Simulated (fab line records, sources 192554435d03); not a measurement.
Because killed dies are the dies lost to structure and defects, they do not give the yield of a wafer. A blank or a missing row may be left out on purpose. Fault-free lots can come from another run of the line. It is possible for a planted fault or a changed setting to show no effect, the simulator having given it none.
Matching of chambers + flow n5-finfet + rie-diel-03 running N5_BEOL_M2_ETCH_77: 4 sister chambers
The step etches underlayer in N2/H2, target depth 6.5 nm, time 5.2 s. 18 wafers are shown with their chamber, then 9 later ones without.

## EACH WAFER AND ITS CHAMBER
| wafer  | chamber | showerhead-plenum-p-Torr (Torr) | drypump-motor-current-A (A) | oes-product-au (a.u.) |
|--------|---------|---------------------------------|-----------------------------|-----------------------|
| L077.1 | 3       | 2.70                            | 5.93                        | 0.72                  |
| L077.2 | 0       | 2.46                            | 5.57                        | 0.66                  |
| L077.3 | 1       | 2.63                            | 5.29                        | 0.61                  |
| L079.1 | 3       | 2.70                            | 5.94                        | 0.74                  |
| L079.4 | 2       | 2.52                            | 6.15                        | 0.60                  |
| L079.5 | 1       | 2.63                            | 5.32                        | 0.61                  |
| L081.1 | 1       | 2.63                            | 5.32                        | 0.61                  |
| L081.3 | 3       | 2.69                            | 5.92                        | 0.74                  |
| L081.6 | 3       | 2.69                            | 5.93                        | 0.73                  |
| L082.2 | 2       | 2.51                            | 6.17                        | 0.60                  |
| L082.3 | 1       | 2.63                            | 5.29                        | 0.61                  |
| L082.5 | 2       | 2.51                            | 6.14                        | 0.59                  |
| L083.1 | 3       | 2.69                            | 5.92                        | 0.73                  |
| L083.2 | 2       | 2.51                            | 6.12                        | 0.60                  |
| L083.6 | 0       | 2.45                            | 5.58                        | 0.67                  |
| L088.1 | 0       | 2.45                            | 5.56                        | 0.66                  |
| L088.4 | 3       | 2.69                            | 5.92                        | 0.72                  |
| L088.5 | 3       | 2.69                            | 5.91                        | 0.72                  |

SIGNATURES, as means of the wafers listed above
| reading                  | chamber 0 | chamber 1 | chamber 2 | chamber 3 | scatter within a chamber |
|--------------------------|-----------|-----------|-----------|-----------|--------------------------|
| showerhead-plenum-p-Torr | 2.4533    | 2.6300    | 2.5125    | 2.6929    | 0.00451                  |
| drypump-motor-current-A  | 5.5700    | 5.3050    | 6.1450    | 5.9243    | 0.0146                   |
| oes-product-au           | 0.6633    | 0.6100    | 0.5975    | 0.7286    | 0.00669                  |
Rule: distance of a wafer from a chamber = root of the sum over the readings of ((wafer's reading minus chamber's mean) / reading's scatter) squared. If the next closest chamber is less than 2 further off than the closest, the wafer can't be placed; otherwise it belongs to the closest. The scatter: take each reading less its chamber's mean, square it, sum over the shown wafers, divide by the number of wafers less the number of chambers, and take the root.

## WAFERS WITH NO CHAMBER GIVEN
| wafer  | showerhead-plenum-p-Torr (Torr) | drypump-motor-current-A (A) | oes-product-au (a.u.) |
|--------|---------------------------------|-----------------------------|-----------------------|
| L089.1 | 2.69                            | 5.93                        | 0.72                  |
| L089.2 | 2.45                            | 5.56                        | 0.65                  |
| L089.6 | 2.62                            | 5.32                        | 0.59                  |
| L092.1 | 2.62                            | 5.30                        | 0.59                  |
| L092.2 | 2.68                            | 5.91                        | 0.71                  |
| L092.5 | 2.68                            | 5.92                        | 0.70                  |
| L093.1 | 2.69                            | 5.92                        | 0.71                  |
| L093.2 | 2.45                            | 5.51                        | 0.64                  |
| L093.5 | 2.62                            | 5.26                        | 0.59                  |

## WHICH CHAMBER EACH WENT THROUGH
| wafer  | from the rows above | in truth |
|--------|---------------------|----------|
| L089.1 | 3                   | 3        |
| L089.2 | 0                   | 0        |
| L089.6 | 1                   | 1        |
| L092.1 | 1                   | 1        |
| L092.2 | 3                   | 3        |
| L092.5 | 3                   | 3        |
| L093.1 | 3                   | 3        |
| L093.2 | 0                   | 0        |
| L093.5 | 1                   | 1        |
Correctly placed: 9 of 9. Not placeable from these rows: 0. Number placed wrongly: 0.
